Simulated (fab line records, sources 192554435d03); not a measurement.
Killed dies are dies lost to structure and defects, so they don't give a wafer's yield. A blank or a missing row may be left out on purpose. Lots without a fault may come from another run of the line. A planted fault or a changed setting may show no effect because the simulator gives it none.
Which tool did it? | flow n5_finfet | 24 lots, 72 wafers sampled, at 4 steps of a route of 1938

WHAT THE GAUGES READ, wafer by wafer
N5_BEOL_M8_OVL_MEAS_29. Usual: V7_OVL 0.1 nm, standard deviation 0.75.
lot  | measured     | on         | V7_OVL (nm)    | flag
L074 | day 9 20:33  | overlay-02 | 1.2 2.2 2.0    |
L075 | day 9 23:43  | overlay-02 | -0.4 -0.8 -1.1 |
L077 | day 12 02:21 | overlay-01 | -0.9 -0.5 -1.0 |
L078 | day 12 03:16 | overlay-01 | -0.2 0.6 0.4   |
L076 | day 12 10:29 | overlay-01 | -0.7 -0.4 0.0  |
L083 | day 12 14:28 | overlay-01 | 0.0 0.2 0.3    |
L081 | day 12 20:25 | overlay-02 | -0.2 -0.3 -0.5 |
L080 | day 12 23:47 | overlay-02 | 0.7 1.1 0.5    |
L079 | day 13 09:21 | overlay-01 | 0.0 0.9 0.6    |
L082 | day 13 09:26 | overlay-01 | 0.0 -1.0 0.4   |
L084 | day 13 18:20 | overlay-02 | 0.2 1.3 0.5    |
L086 | day 14 01:14 | overlay-01 | 0.9 0.1 -0.1   |
L085 | day 14 04:02 | overlay-01 | 1.4 0.7 -0.2   |
L088 | day 14 08:55 | overlay-01 | 0.7 0.4 0.1    |
L087 | day 14 09:07 | overlay-02 | 1.1 -0.3 0.5   |
L091 | day 14 23:20 | overlay-02 | -0.4 0.3 1.5   |
L089 | day 15 07:10 | overlay-02 | -0.6 -0.1 0.0  |
L093 | day 15 14:46 | overlay-01 | -1.1 0.2 -0.6  |
L090 | day 15 19:43 | overlay-02 | 0.3 -0.9 -1.4  |
L094 | day 16 03:14 | overlay-02 | 0.7 -0.9 0.3   |
L092 | day 16 05:07 | overlay-02 | 0.6 0.2 0.1    |
L095 | day 16 08:55 | overlay-01 | 1.3 -0.1 0.6   |
L096 | day 16 20:15 | overlay-02 | 0.7 0.4 0.6    |
L097 | day 17 01:32 | overlay-01 | 0.4 0.5 -0.9   |

N5_BEOL_M9_RS_MEAS_57: measures by four-point-probe. Usual: M9_RS 0.152 ohm/sq, standard deviation 0.0045.
lot  | measured     | on            | M9_RS (ohm/sq)    | flag
L074 | day 10 12:10 | film_metro-02 | 0.152 0.154 0.148 |
L075 | day 10 12:54 | film_metro-01 | 0.145 0.154 0.163 |
L077 | day 12 14:26 | film_metro-02 | 0.158 0.155 0.154 |
L078 | day 12 14:22 | film_metro-01 | 0.151 0.146 0.150 |
L076 | day 13 00:41 | film_metro-01 | 0.150 0.151 0.151 |
L083 | day 13 02:07 | film_metro-01 | 0.157 0.147 0.153 |
L081 | day 13 12:19 | film_metro-02 | 0.150 0.153 0.150 |
L080 | day 13 11:45 | film_metro-01 | 0.154 0.156 0.157 |
L079 | day 13 20:46 | film_metro-02 | 0.148 0.152 0.154 |
L082 | day 13 21:04 | film_metro-02 | 0.154 0.148 0.156 |
L084 | day 14 08:34 | film_metro-01 | 0.155 0.149 0.157 |
L086 | day 14 14:31 | film_metro-01 | 0.152 0.154 0.156 |
L085 | day 14 16:00 | film_metro-01 | 0.154 0.150 0.150 |
L088 | day 14 21:11 | film_metro-01 | 0.146 0.156 0.158 |
L087 | day 15 00:18 | film_metro-01 | 0.155 0.153 0.149 |
L091 | day 15 09:59 | film_metro-01 | 0.155 0.160 0.158 |
L089 | day 15 22:06 | film_metro-01 | 0.154 0.151 0.160 |
L093 | day 16 04:33 | film_metro-01 | 0.150 0.150 0.142 |
L090 | day 16 07:40 | film_metro-02 | 0.153 0.153 0.142 |
L094 | day 16 14:52 | film_metro-01 | 0.145 0.152 0.151 |
L092 | day 16 16:56 | film_metro-02 | 0.155 0.151 0.155 |
L095 | day 16 20:20 | film_metro-02 | 0.159 0.159 0.159 |
L096 | day 17 09:01 | film_metro-02 | 0.151 0.150 0.152 |
L097 | day 17 14:52 | film_metro-02 | 0.144 0.152 0.143 |

WHICH TOOL RAN EACH LOT (tool, then ch and the chambers of the sampled wafers, then the start)
lot  | N5_BEOL_M9_STRIP_67                | N5_BEOL_M9_ALD_74
L074 | rie_diel-05 ch 0,1, day 10 04:38   | ald_metal-01 ch 0,2, day 10 08:53
L075 | rie_diel-01 ch 0,2, day 10 04:56   | ald_metal-04 ch 1,3, day 10 11:19
L077 | rie_diel-01 ch 0,3, day 12 08:31   | ald_metal-01 ch 0,1, day 12 12:09
L078 | rie_diel-01 ch 0,1,3, day 12 08:48 | ald_metal-04 ch 0,2,3, day 12 12:09
L076 | rie_diel-05 ch 1,2, day 12 16:53   | ald_metal-03 ch 1,2,3, day 12 21:40
L083 | rie_diel-06 ch 0,1,3, day 12 21:16 | ald_metal-01 ch 0,2, day 13 00:41
L081 | rie_diel-01 ch 0,1,2, day 13 06:50 | ald_metal-03 ch 0,2,3, day 13 10:44
L080 | rie_diel-05 ch 0,3, day 13 07:23   | ald_metal-03 ch 1,2,3, day 13 10:17
L079 | rie_diel-06 ch 0,2,3, day 13 16:01 | ald_metal-01 ch 0,1,3, day 13 19:17
L082 | rie_diel-01 ch 0,1,2, day 13 16:07 | ald_metal-03 ch 0,1,3, day 13 19:20
L084 | rie_diel-05 ch 0,1,2, day 14 00:49 | ald_metal-04 ch 1,2, day 14 05:56
L086 | rie_diel-01 ch 1,3, day 14 09:41   | ald_metal-04 ch 0,1,3, day 14 12:59
L085 | rie_diel-06 ch 1,2,3, day 14 11:06 | ald_metal-01 ch 0,1,3, day 14 13:46
L088 | rie_diel-01 ch 0,1, day 14 14:41   | ald_metal-03 ch 0,2,3, day 14 19:34
L087 | rie_diel-05 ch 0,1,2, day 14 14:42 | ald_metal-03 ch 0,1, day 14 20:07
L091 | rie_diel-05 ch 0,1,2, day 15 04:51 | ald_metal-01 ch 0,1, day 15 08:22
L089 | rie_diel-06 ch 0,2,3, day 15 16:13 | ald_metal-03 ch 0,1,2, day 15 20:35
L093 | rie_diel-05 ch 0,3, day 15 21:47   | ald_metal-01 ch 0,1,2, day 16 02:02
L090 | rie_diel-06 ch 1,2,3, day 16 02:49 | ald_metal-01 ch 1,2,3, day 16 06:07
L094 | rie_diel-06 ch 0,2,3, day 16 10:08 | ald_metal-03 ch 1,2, day 16 12:11
L092 | rie_diel-05 ch 0,2,3, day 16 12:04 | ald_metal-03 ch 2,3, day 16 15:08
L095 | rie_diel-05 ch 0,3, day 16 15:51   | ald_metal-04 ch 1,2,3, day 16 18:46
L096 | rie_diel-06 ch 0,2,3, day 17 02:57 | ald_metal-03 ch 1,2, day 17 06:55
L097 | rie_diel-05 ch 1,2,3, day 17 09:26 | ald_metal-01 ch 0,1,3, day 17 13:18
- N5_BEOL_M9_STRIP_67: strips in CF4.
- N5_BEOL_M9_ALD_74: deposits TaN, target thk 2 nm, pulse time 2 s, purge time 3 s.

WHAT THE TOOLS THEMSELVES READ (means of the sampled wafers that have a number; where no wafer has one, the mark that the record gives instead)
N5_BEOL_M9_STRIP_67. Usual: bias_power_w 75.00 W, standard deviation 0.22; drypump_motor_current_A 5.73 A, standard deviation 0.28; oes_product_au 0.78 a.u., standard deviation 0.079; rf_vpp_V 270.8 V, standard deviation 1.6; showerhead_plenum_p_Torr 1.78 Torr, standard deviation 0.06; throttle_valve_pct 13.59 %, standard deviation 0.27.
lot  | tool        | bias_power_w (W) | drypump_motor_current_A (A) | oes_product_au (a.u.) | rf_vpp_V (V) | showerhead_plenum_p_Torr (Torr) | throttle_valve_pct (%) | flag
L074 | rie_diel-05 | 74.81            | 5.37                        | 0.72                  | 270.6        | 1.74                            | 13.87                  |
L075 | rie_diel-01 | 75.14            | 5.67                        | 0.78                  | 271.0        | 1.77                            | 13.35                  |
L077 | rie_diel-01 | 74.92            | 5.71                        | 0.83                  | 270.1        | 1.77                            | 13.19                  |
L078 | rie_diel-01 | 75.00            | 5.86                        | 0.84                  | 270.2        | 1.79                            | 13.29                  |
L076 | rie_diel-05 | 75.02            | 5.51                        | 0.89                  | 270.7        | 1.75                            | 13.66                  |
L083 | rie_diel-06 | 74.87            | 5.85                        | 0.76                  | 271.5        | 1.82                            | 13.63                  |
L081 | rie_diel-01 | 75.21            | 5.80                        | 0.76                  | 270.9        | 1.77                            | 13.49                  |
L080 | rie_diel-05 | 75.21            | 5.77                        | 0.77                  | 270.2        | 1.76                            | 13.49                  |
L079 | rie_diel-06 | 74.88            | 5.79                        | 0.75                  | 271.7        | 1.83                            | 13.69                  |
L082 | rie_diel-01 | 75.01            | 5.80                        | 0.76                  | 271.4        | 1.77                            | 13.49                  |
L084 | rie_diel-05 | 75.16            | 5.54                        | 0.79                  | 269.3        | 1.75                            | 13.78                  |
L086 | rie_diel-01 | 74.95            | 6.01                        | 0.82                  | 272.4        | 1.80                            | 13.43                  |
L085 | rie_diel-06 | 74.80            | 5.88                        | 0.75                  | 270.7        | 1.78                            | 13.66                  |
L088 | rie_diel-01 | 74.84            | 5.97                        | 0.79                  | 270.3        | 1.76                            | 13.40                  |
L087 | rie_diel-05 | 74.88            | 5.53                        | 0.78                  | 270.5        | 1.75                            | 13.79                  |
L091 | rie_diel-05 | 74.93            | 5.53                        | 0.78                  | 270.3        | 1.75                            | 13.80                  |
L089 | rie_diel-06 | 75.12            | 5.77                        | 0.74                  | 270.8        | 1.82                            | 13.73                  |
L093 | rie_diel-05 | 75.11            | 5.76                        | 0.75                  | 269.2        | 1.75                            | 13.54                  |
L090 | rie_diel-06 | 74.98            | 5.87                        | 0.83                  | 272.0        | 1.84                            | 13.50                  |
L094 | rie_diel-06 | 74.89            | 5.76                        | 0.74                  | 271.3        | 1.82                            | 13.75                  |
L092 | rie_diel-05 | 74.92            | 5.72                        | 0.79                  | 270.4        | 1.75                            | 13.60                  |
L095 | rie_diel-05 | 75.19            | 5.78                        | 0.73                  | 270.0        | 1.75                            | 13.71                  |
L096 | rie_diel-06 | 75.28            | 5.76                        | 0.73                  | 271.9        | 1.82                            | 13.76                  |
L097 | rie_diel-05 | 74.79            | 5.54                        | 0.78                  | 269.5        | 1.74                            | 13.66                  |

N5_BEOL_M9_ALD_74. Usual: heater_power_w 419 W, standard deviation 32; susceptor_temp_C 275.02 C, standard deviation 0.18.
lot  | tool         | heater_power_w (W) | susceptor_temp_C (C) | flag
L074 | ald_metal-01 | 448                | 275.16               |
L075 | ald_metal-04 | 375                | 274.84               |
L077 | ald_metal-01 | 443                | 275.01               |
L078 | ald_metal-04 | 420                | 274.81               |
L076 | ald_metal-03 | 406                | 275.00               |
L083 | ald_metal-01 | 450                | 274.86               |
L081 | ald_metal-03 | 400                | 275.10               |
L080 | ald_metal-03 | 405                | 274.97               |
L079 | ald_metal-01 | 427                | 275.19               |
L082 | ald_metal-03 | 422                | 274.98               |
L084 | ald_metal-04 | 379                | 274.93               |
L086 | ald_metal-04 | 396                | 274.98               |
L085 | ald_metal-01 | 433                | 275.14               |
L088 | ald_metal-03 | 396                | 275.05               |
L087 | ald_metal-03 | 440                | 274.79               |
L091 | ald_metal-01 | 437                | 275.16               |
L089 | ald_metal-03 | 428                | 275.17               |
L093 | ald_metal-01 | 442                | 275.03               |
L090 | ald_metal-01 | 439                | 275.13               |
L094 | ald_metal-03 | 422                | 275.05               |
L092 | ald_metal-03 | 372                | 274.91               |
L095 | ald_metal-04 | 394                | 274.95               |
L096 | ald_metal-03 | 424                | 275.05               |
L097 | ald_metal-01 | 433                | 274.97               |

THE ANSWER, worked out from the rows above alone
Rule: a lot is off if the mean of its wafers that have a number lies more than 3 standard deviations from the usual mean. A lot without any number at a reading at which 4 lots or more have one is off too. The other lots that the step has rows for count as sound. The gauges are gone through in route order, then the tools' own readings, and for those a lot's mean is taken as printed above. The first step at which some lot is off is used, and at that step the reading that is off furthest; a lot without a number counts as furthest.
No lot is off at any reading shown: from this, nothing can be told.

WHAT THE SIMULATOR HAD PUT IN
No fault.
